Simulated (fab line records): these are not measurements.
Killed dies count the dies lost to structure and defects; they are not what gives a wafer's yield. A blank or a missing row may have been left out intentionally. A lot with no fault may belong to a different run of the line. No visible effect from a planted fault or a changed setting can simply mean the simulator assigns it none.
fab line records    flow nand-harc
record lots=24  wafers=72  last-day=29
route steps=1159 shown A_CONTACT@865
lots untouched by any fault: they come from a run of this same line in which no faults occurred
start-h: hours from the record's opening day to when the first of the lot's shown wafers began    wait-h: how many hours have passed since the lot's step before this one    " repeats the value in the row above    L1.1+2: a single row standing in for several wafers    - value missing, or start not given    * or withheld: withheld    < > ~ a bound
route shown NAME@n: NAME is a module with steps in the file, n the number in the route of the first one    usual: mean/standard deviation of fault-free wafers    same: alike in all rows    chamber/n: place in a boat    sites: readings site by site    _std_site: their standard deviation    _edge_site: mean of outer sites minus mean of inner sites    radius-mm: how far each site lies from the wafer's centre    mask NAME#n: copy n    behind: tool/chamber where the wafer was last shaped    hold: the reason the lot was held/the length of the hold in hours/how it ended    device: names the non-switching transistor (n, p or np)    end of line: tests run on the same wafers once the route is complete    a step without rows: its recipe alone    killed: dies that structure and defects cost at the first sort, which is not the same as the wafer's yield    map: a wafer's dies, marking killed ones x, the rest . and places with no die _
set.NAME: the setting as run; set.NAME@STEP: as run at that earlier step    model.NAME: the simulator's own value behind a step, which no gauge read
one table for each step of the route and one row for each wafer, over a sample of lots
services: when a tool's chamber went out of use (start-h, in hours from the record's first day, below 0 if earlier), for how many hours, and the reason
## steps
# step NHARC_A_CONTACT_ETCH_114
# recipe source-w=withheld  pressure-mtorr=20  bias-v=3000  time-s=94  target-depth-a=9220  ar-flow-sccm=withheld  c4f8-flow-sccm=withheld  o2-flow-sccm=withheld  chemistry=C4F8/O2/Ar
lot.wafer  tool             chamber  start-h  wait-h  rf-hours-counter-h
L077.1     har-cap-etch-02  0        445.47   0.1     9
L077.4     "                0        "        "       -
L077.6     "                0        "        "       -
L078.1     har-cap-etch-01  1        446.96   0.1     55
L078.3     "                0        "        "       -
L078.6     "                0        "        "       -
L076.1     har-cap-etch-03  0        452.65   0.1     81
L076.2     "                1        "        "       81
L076.6     "                1        "        "       -
L074.1     har-cap-etch-02  0        453.20   0.1     11
L074.5     "                1        "        "       -
L074.6     "                0        "        "       -
L075.2     har-cap-etch-01  1        458.51   0.1     58
L075.1     "                0        "        "       58
L075.5     "                1        "        "       -
L082.1     har-cap-etch-02  1        467.14   0.1     15
L082.2     "                0        "        "       15
L082.5     "                1        "        "       -
L080.4     har-cap-etch-01  1        468.58   0.1     -
L080.5     "                1        "        "       -
L080.6     "                0        "        "       -
L079.4     har-cap-etch-01  0        474.04   0.1     -
L079.6     "                1        "        "       -
L079.5     "                0        "        "       -
L081.2     har-cap-etch-02  1        474.33   0.1     18
L081.3     "                0        "        "       -
L081.6     "                1        "        "       -
L084.2     har-cap-etch-03  1        478.40   0.1     89
L084.4     "                1        "        "       -
L084.5     "                1        "        "       -
L083.2     har-cap-etch-03  1        483.58   0.1     91
L083.3     "                1        "        "       -
L083.5     "                1        "        "       -
L087.2     har-cap-etch-02  1        495.87   0.1     24
L087.1     "                0        "        "       24
L087.6     "                1        "        "       -
L085.2     har-cap-etch-03  0        499.07   0.1     94
L085.1     "                1        "        "       94
L085.6     "                0        "        "       -
L088.2     har-cap-etch-02  0        511.39   0.1     26
L088.1     "                1        "        "       26
L088.4     "                0        "        "       -
L089.2     har-cap-etch-01  1        514.26   0.1     71
L089.4     "                1        "        "       -
L089.5     "                1        "        "       -
L093.1     har-cap-etch-01  0        518.67   0.1     72
L093.2     "                1        "        "       72
L093.6     "                0        "        "       -
L092.2     har-cap-etch-02  1        522.66   0.1     28
L092.1     "                0        "        "       28
L092.6     "                1        "        "       -
L091.4     har-cap-etch-01  0        523.50   0.1     -
L091.6     "                0        "        "       -
L091.5     "                1        "        "       -
L095.2     har-cap-etch-03  0        526.10   0.1     98
L095.4     "                0        "        "       -
L095.5     "                1        "        "       -
L094.1     har-cap-etch-01  1        530.27   0.1     75
L094.3     "                1        "        "       -
L094.6     "                1        "        "       -
L090.2     har-cap-etch-02  1        530.64   0.1     31
L090.1     "                0        "        "       31
L090.6     "                0        "        "       -
L086.1     har-cap-etch-03  0        539.55   0.1     103
L086.3     "                1        "        "       -
L086.5     "                1        "        "       -
L097.2     har-cap-etch-02  0        550.18   0.1     36
L097.1     "                1        "        "       36
L097.6     "                1        "        "       -
L096.1     har-cap-etch-01  1        557.67   0.1     83
L096.4     "                0        "        "       -
L096.5     "                0        "        "       -
# step NHARC_A_CONTACT_ETCH_119
# recipe source-w=withheld  pressure-mtorr=20  bias-v=3000  time-s=94  target-depth-a=9220  ar-flow-sccm=withheld  c4f8-flow-sccm=withheld  o2-flow-sccm=withheld  chemistry=C4F8/O2/Ar
lot.wafer  tool             chamber  start-h  wait-h  rf-hours-counter-h
L077.1     har-cap-etch-02  0        445.92   0.1     9
L077.4     "                0        "        "       -
L077.6     "                0        "        "       -
L078.1     har-cap-etch-01  1        447.42   0.1     55
L078.3     "                0        "        "       -
L078.6     "                0        "        "       -
L076.1     har-cap-etch-03  0        453.10   0.1     82
L076.2     "                1        "        "       82
L076.6     "                1        "        "       -
L074.1     har-cap-etch-02  0        453.81   0.1     12
L074.5     "                1        "        "       -
L074.6     "                0        "        "       -
L075.2     har-cap-etch-01  1        458.97   0.1     59
L075.1     "                0        "        "       59
L075.5     "                1        "        "       -
L082.1     har-cap-etch-02  1        467.60   0.1     16
L082.2     "                0        "        "       16
L082.5     "                1        "        "       -
L080.4     har-cap-etch-01  1        469.03   0.1     -
L080.5     "                1        "        "       -
L080.6     "                0        "        "       -
L079.4     har-cap-etch-01  0        474.64   0.1     -
L079.6     "                1        "        "       -
L079.5     "                0        "        "       -
L081.2     har-cap-etch-02  1        474.78   0.1     18
L081.3     "                0        "        "       -
L081.6     "                1        "        "       -
L084.2     har-cap-etch-03  1        478.86   0.1     90
L084.4     "                1        "        "       -
L084.5     "                1        "        "       -
L083.2     har-cap-etch-03  1        484.04   0.1     91
L083.3     "                1        "        "       -
L083.5     "                1        "        "       -
L087.2     har-cap-etch-02  1        496.33   0.1     24
L087.1     "                0        "        "       24
L087.6     "                1        "        "       -
L085.2     har-cap-etch-03  0        499.52   0.1     94
L085.1     "                1        "        "       94
L085.6     "                0        "        "       -
L088.2     har-cap-etch-02  0        511.84   0.1     26
L088.1     "                1        "        "       26
L088.4     "                0        "        "       -
L089.2     har-cap-etch-01  1        514.71   0.1     71
L089.4     "                1        "        "       -
L089.5     "                1        "        "       -
L093.1     har-cap-etch-01  0        519.12   0.1     73
L093.2     "                1        "        "       73
L093.6     "                0        "        "       -
L092.2     har-cap-etch-02  1        523.12   0.1     29
L092.1     "                0        "        "       29
L092.6     "                1        "        "       -
L091.4     har-cap-etch-01  0        523.95   0.1     -
L091.6     "                0        "        "       -
L091.5     "                1        "        "       -
L095.2     har-cap-etch-03  0        526.55   0.1     99
L095.4     "                0        "        "       -
L095.5     "                1        "        "       -
L094.1     har-cap-etch-01  1        530.73   0.1     76
L094.3     "                1        "        "       -
L094.6     "                1        "        "       -
L090.2     har-cap-etch-02  1        531.10   0.1     31
L090.1     "                0        "        "       31
L090.6     "                0        "        "       -
L086.1     har-cap-etch-03  0        540.00   0.1     103
L086.3     "                1        "        "       -
L086.5     "                1        "        "       -
L097.2     har-cap-etch-02  0        550.64   0.1     37
L097.1     "                1        "        "       37
L097.6     "                1        "        "       -
L096.1     har-cap-etch-01  1        558.12   0.1     83
L096.4     "                0        "        "       -
L096.5     "                0        "        "       -
# step NHARC_A_CONTACT_ETCH_121
# recipe source-w=withheld  pressure-mtorr=20  bias-v=3000  time-s=94  target-depth-a=9220  ar-flow-sccm=withheld  c4f8-flow-sccm=withheld  o2-flow-sccm=withheld  chemistry=C4F8/O2/Ar
lot.wafer  tool             chamber  start-h  wait-h  rf-hours-counter-h
L077.1     har-cap-etch-02  0        446.10   0.1     9
L077.4     "                0        "        "       -
L077.6     "                0        "        "       -
L078.1     har-cap-etch-01  1        447.60   0.1     55
L078.3     "                0        "        "       -
L078.6     "                0        "        "       -
L076.1     har-cap-etch-03  0        453.28   0.1     82
L076.2     "                1        "        "       82
L076.6     "                1        "        "       -
L074.1     har-cap-etch-02  0        454.05   0.1     12
L074.5     "                1        "        "       -
L074.6     "                0        "        "       -
L075.2     har-cap-etch-01  1        459.15   0.1     59
L075.1     "                0        "        "       59
L075.5     "                1        "        "       -
L082.1     har-cap-etch-02  1        467.78   0.1     16
L082.2     "                0        "        "       16
L082.5     "                1        "        "       -
L080.4     har-cap-etch-01  1        469.21   0.1     -
L080.5     "                1        "        "       -
L080.6     "                0        "        "       -
L079.4     har-cap-etch-01  0        474.88   0.1     -
L079.6     "                1        "        "       -
L079.5     "                0        "        "       -
L081.2     har-cap-etch-02  1        474.97   0.1     18
L081.3     "                0        "        "       -
L081.6     "                1        "        "       -
L084.2     har-cap-etch-03  1        479.04   0.1     90
L084.4     "                1        "        "       -
L084.5     "                1        "        "       -
L083.2     har-cap-etch-03  1        484.22   0.1     91
L083.3     "                1        "        "       -
L083.5     "                1        "        "       -
L087.2     har-cap-etch-02  1        496.52   0.1     24
L087.1     "                0        "        "       24
L087.6     "                1        "        "       -
L085.2     har-cap-etch-03  0        499.71   0.1     94
L085.1     "                1        "        "       94
L085.6     "                0        "        "       -
L088.2     har-cap-etch-02  0        512.02   0.1     26
L088.1     "                1        "        "       26
L088.4     "                0        "        "       -
L089.2     har-cap-etch-01  1        514.89   0.1     71
L089.4     "                1        "        "       -
L089.5     "                1        "        "       -
L093.1     har-cap-etch-01  0        519.31   0.1     73
L093.2     "                1        "        "       73
L093.6     "                0        "        "       -
L092.2     har-cap-etch-02  1        523.30   0.1     29
L092.1     "                0        "        "       29
L092.6     "                1        "        "       -
L091.4     har-cap-etch-01  0        524.13   0.1     -
L091.6     "                0        "        "       -
L091.5     "                1        "        "       -
L095.2     har-cap-etch-03  0        526.74   0.1     99
L095.4     "                0        "        "       -
L095.5     "                1        "        "       -
L094.1     har-cap-etch-01  1        530.91   0.1     76
L094.3     "                1        "        "       -
L094.6     "                1        "        "       -
L090.2     har-cap-etch-02  1        531.27   0.1     31
L090.1     "                0        "        "       31
L090.6     "                0        "        "       -
L086.1     har-cap-etch-03  0        540.19   0.1     103
L086.3     "                1        "        "       -
L086.5     "                1        "        "       -
L097.2     har-cap-etch-02  0        550.82   0.1     37
L097.1     "                1        "        "       37
L097.6     "                1        "        "       -
L096.1     har-cap-etch-01  1        558.31   0.1     84
L096.4     "                0        "        "       -
L096.5     "                0        "        "       -
# step NHARC_A_CONTACT_OVL_MEAS_70
# usual overlay-x-nm=-0.3/0.94  overlay-y-nm=0.1/0.75
lot.wafer  tool        chamber  start-h  wait-h  overlay-x-nm  overlay-y-nm
L077.1     overlay-02  -        452.65   -       0.2           -0.3
L077.4     "           -        "        "       -0.6          -0.3
L077.6     "           -        "        "       -0.9          -0.2
L078.1     overlay-02  -        454.28   -       0.9           1.1
L078.3     "           -        "        "       0.5           0.9
L078.6     "           -        "        "       0.9           1.0
L076.1     overlay-02  -        462.37   -       0.0           -2.0
L076.2     "           -        "        "       0.7           -1.8
L076.6     "           -        "        "       0.7           -2.2
L074.1     overlay-01  -        463.88   -       0.3           0.2
L074.5     "           -        "        "       0.1           -0.3
L074.6     "           -        "        "       0.4           0.3
L075.1     overlay-02  -        468.10   -       -0.3          0.1
L075.2     "           -        "        "       0.2           0.8
L075.5     "           -        "        "       0.3           0.9
L082.1     overlay-02  -        474.39   -       -1.0          0.0
L082.2     "           -        "        "       -1.2          0.8
L082.5     "           -        "        "       -1.4          0.3
L080.4     overlay-02  -        475.15   -       -0.7          -0.6
L080.5     "           -        "        "       -0.9          -0.7
L080.6     "           -        "        "       -0.3          -1.1
L079.4     overlay-02  -        483.32   -       -0.2          0.7
L079.5     "           -        "        "       0.1           1.3
L079.6     "           -        "        "       -1.1          1.2
L081.2     overlay-01  -        485.26   -       0.4           2.0
L081.3     "           -        "        "       -0.2          1.6
L081.6     "           -        "        "       0.3           1.1
L084.2     overlay-02  -        490.29   -       0.3           0.4
L084.4     "           -        "        "       0.2           0.0
L084.5     "           -        "        "       0.7           -0.4
L083.2     overlay-01  -        491.87   -       -0.8          -0.3
L083.3     "           -        "        "       -0.9          -0.4
L083.5     "           -        "        "       -0.8          -0.3
L087.1     overlay-01  -        501.04   -       -0.6          0.4
L087.2     "           -        "        "       -0.8          0.1
L087.6     "           -        "        "       -0.4          0.2
L085.1     overlay-02  -        516.72   -       -0.3          -0.9
L085.2     "           -        "        "       -0.5          -1.2
L085.6     "           -        "        "       -1.0          -0.6
L088.1     overlay-01  -        516.76   -       -0.2          0.5
L088.2     "           -        "        "       -0.7          0.0
L088.4     "           -        "        "       -0.1          0.5
L089.2     overlay-01  -        519.46   -       -2.1          0.8
L089.4     "           -        "        "       -2.1          0.1
L089.5     "           -        "        "       -2.3          0.3
L093.1     overlay-01  -        526.45   -       0.2           -1.3
L093.2     "           -        "        "       0.3           -1.4
L093.6     "           -        "        "       0.4           -1.3
L092.1     overlay-01  -        528.91   -       0.9           0.1
L092.2     "           -        "        "       1.2           0.5
L092.6     "           -        "        "       0.9           -0.1
L091.4     overlay-02  -        530.77   -       2.6           0.2
L091.5     "           -        "        "       2.3           0.1
L091.6     "           -        "        "       2.8           0.5
L095.2     overlay-01  -        531.46   -       -0.6          0.3
L095.4     "           -        "        "       -0.9          0.4
L095.5     "           -        "        "       -1.0          -0.2
L094.1     overlay-01  -        535.64   -       -1.6          -0.3
L094.3     "           -        "        "       -1.5          -0.6
L094.6     "           -        "        "       -1.5          -0.1
L090.1     overlay-01  -        536.33   -       -0.7          0.4
L090.2     "           -        "        "       -0.3          0.2
L090.6     "           -        "        "       -1.4          0.3
L086.1     overlay-02  -        547.69   -       0.0           -0.5
L086.3     "           -        "        "       -0.8          -0.8
L086.5     "           -        "        "       -0.2          -0.5
L097.1     overlay-01  -        558.90   -       -0.9          0.8
L097.2     "           -        "        "       -0.5          0.2
L097.6     "           -        "        "       -0.6          0.4
L096.1     overlay-02  -        562.81   -       -0.7          0.2
L096.4     "           -        "        "       -1.1          0.8
L096.5     "           -        "        "       -1.0          0.7
# step NHARC_A_CONTACT_ETCH_128
# recipe source-w=withheld  pressure-mtorr=20  bias-v=1200  time-s=155  target-depth-a=9560  ar-flow-sccm=withheld  c4f8-flow-sccm=withheld  o2-flow-sccm=withheld  chemistry=C4F8/O2/Ar
lot.wafer  tool             chamber  start-h  wait-h  rf-hours-counter-h
L077.1     har-cap-etch-01  1        454.48   0.1     57
L077.4     "                1        "        "       -
L077.6     "                0        "        "       -
L078.1     har-cap-etch-03  0        456.82   0.1     83
L078.3     "                0        "        "       -
L078.6     "                1        "        "       -
L076.1     har-cap-etch-01  1        464.66   0.1     60
L076.2     "                0        "        "       60
L076.6     "                0        "        "       -
L074.1     har-cap-etch-03  1        465.84   0.1     85
L074.6     "                0        "        "       -
L074.5     "                1        "        "       -
L075.1     har-cap-etch-03  1        470.28   0.1     87
L075.2     "                0        "        "       87
L075.5     "                1        "        "       -
L082.1     har-cap-etch-02  1        476.32   0.1     19
L082.2     "                0        "        "       19
L082.5     "                1        "        "       -
L080.4     har-cap-etch-01  0        477.27   0.2     -
L080.6     "                0        "        "       -
L080.5     "                1        "        "       -
L079.4     har-cap-etch-02  1        485.21   0.1     -
L079.5     "                1        "        "       -
L079.6     "                0        "        "       -
L081.2     har-cap-etch-01  1        487.13   0.1     66
L081.3     "                0        "        "       -
L081.6     "                0        "        "       -
L084.2     har-cap-etch-01  0        492.17   0.1     67
L084.4     "                1        "        "       -
L084.5     "                0        "        "       -
L083.2     har-cap-etch-03  1        494.24   0.2     93
L083.3     "                1        "        "       -
L083.5     "                1        "        "       -
L087.1     har-cap-etch-01  1        503.06   0.1     70
L087.2     "                0        "        "       70
L087.6     "                0        "        "       -
L085.2     har-cap-etch-03  0        518.56   0.1     96
L085.1     "                1        "        "       96
L085.6     "                1        "        "       -
L088.1     har-cap-etch-02  1        518.60   0.1     27
L088.2     "                0        "        "       27
L088.4     "                1        "        "       -
L089.2     har-cap-etch-03  0        521.41   0.1     97
L089.4     "                0        "        "       -
L089.5     "                0        "        "       -
L093.2     har-cap-etch-03  1        528.38   0.1     100
L093.1     "                0        "        "       100
L093.6     "                0        "        "       -
L092.2     har-cap-etch-01  1        532.64   0.1     77
L092.1     "                0        "        "       77
L092.6     "                0        "        "       -
L091.4     har-cap-etch-03  0        532.66   0.1     -
L091.5     "                0        "        "       -
L091.6     "                1        "        "       -
L095.2     har-cap-etch-02  1        533.77   0.1     32
L095.4     "                0        "        "       -
L095.5     "                1        "        "       -
L094.1     har-cap-etch-01  1        537.59   0.1     78
L094.3     "                1        "        "       -
L094.6     "                1        "        "       -
L090.2     har-cap-etch-02  1        538.16   0.1     34
L090.1     "                0        "        "       34
L090.6     "                0        "        "       -
L086.1     har-cap-etch-01  0        549.79   0.1     81
L086.3     "                1        "        "       -
L086.5     "                0        "        "       -
L097.2     har-cap-etch-01  0        560.76   0.1     85
L097.1     "                1        "        "       85
L097.6     "                0        "        "       -
L096.1     har-cap-etch-03  0        564.66   0.1     1
L096.4     "                0        "        "       -
L096.5     "                1        "        "       -
# step NHARC_A_CONTACT_CD_MEAS_15
# usual cd-nm=90.0/0.46
lot.wafer  tool       chamber  start-h  wait-h  cd-nm
L077.1     cd-sem-03  -        466.09   -       90.4
L077.4     "          -        "        "       90.4
L077.6     "          -        "        "       90.1
L078.1     cd-sem-01  -        470.14   -       90.0
L078.3     "          -        "        "       90.6
L078.6     "          -        "        "       90.6
L074.1     cd-sem-02  -        475.40   -       90.5
L074.5     "          -        "        "       90.2
L074.6     "          -        "        "       90.4
L076.1     cd-sem-03  -        476.80   -       89.8
L076.2     "          -        "        "       89.7
L076.6     "          -        "        "       90.1
L075.1     cd-sem-02  -        481.60   -       89.2
L075.2     "          -        "        "       90.7
L075.5     "          -        "        "       90.9
L082.1     cd-sem-02  -        488.70   -       90.2
L082.2     "          -        "        "       90.2
L082.5     "          -        "        "       90.3
L080.4     cd-sem-03  -        490.25   -       89.3
L080.5     "          -        "        "       89.8
L080.6     "          -        "        "       90.0
L079.4     cd-sem-02  -        495.53   -       89.4
L079.5     "          -        "        "       89.7
L079.6     "          -        "        "       89.8
L081.2     cd-sem-01  -        496.40   -       89.5
L081.3     "          -        "        "       89.4
L081.6     "          -        "        "       89.2
L084.2     cd-sem-03  -        499.19   -       90.0
L084.4     "          -        "        "       89.6
L084.5     "          -        "        "       89.9
L083.2     cd-sem-02  -        502.07   -       90.0
L083.3     "          -        "        "       89.4
L083.5     "          -        "        "       90.5
L087.1     cd-sem-03  -        510.82   -       89.8
L087.2     "          -        "        "       89.5
L087.6     "          -        "        "       89.4
L088.1     cd-sem-03  -        528.34   -       88.9
L088.2     "          -        "        "       89.5
L088.4     "          -        "        "       89.1
L085.1     cd-sem-01  -        528.65   -       89.7
L085.2     "          -        "        "       90.1
L085.6     "          -        "        "       90.1
L089.2     cd-sem-03  -        530.09   -       90.4
L089.4     "          -        "        "       89.5
L089.5     "          -        "        "       90.1
L093.1     cd-sem-02  -        537.01   -       90.4
L093.2     "          -        "        "       90.4
L093.6     "          -        "        "       90.2
L091.4     cd-sem-03  -        543.29   -       89.6
L091.5     "          -        "        "       89.9
L091.6     "          -        "        "       90.0
L092.1     cd-sem-02  -        544.07   -       89.3
L092.2     "          -        "        "       89.5
L092.6     "          -        "        "       90.0
L095.2     cd-sem-02  -        544.72   -       90.6
L095.4     "          -        "        "       90.2
L095.5     "          -        "        "       90.3
L094.1     cd-sem-02  -        547.07   -       90.2
L094.3     "          -        "        "       91.1
L094.6     "          -        "        "       90.6
L090.1     cd-sem-02  -        548.79   -       90.6
L090.2     "          -        "        "       89.8
L090.6     "          -        "        "       90.9
L086.1     cd-sem-03  -        559.44   -       90.4
L086.3     "          -        "        "       90.2
L086.5     "          -        "        "       89.2
L097.1     cd-sem-02  -        568.40   -       89.5
L097.2     "          -        "        "       90.3
L097.6     "          -        "        "       90.3
L096.1     cd-sem-02  -        573.24   -       89.8
L096.4     "          -        "        "       90.3
L096.5     "          -        "        "       89.6
## services
tool             chamber  start-h  hours  kind
har-cap-etch-01  -        467.90   0.2    repair
har-cap-etch-03  -        545.00   17.0   pm
har-cap-etch-03  0        545.00   17.0   vent-cycle
har-cap-etch-03  1        545.00   17.0   vent-cycle
har-cap-etch-03  0        562.00   -      clean
har-cap-etch-03  1        562.00   -      clean
## key
fault none
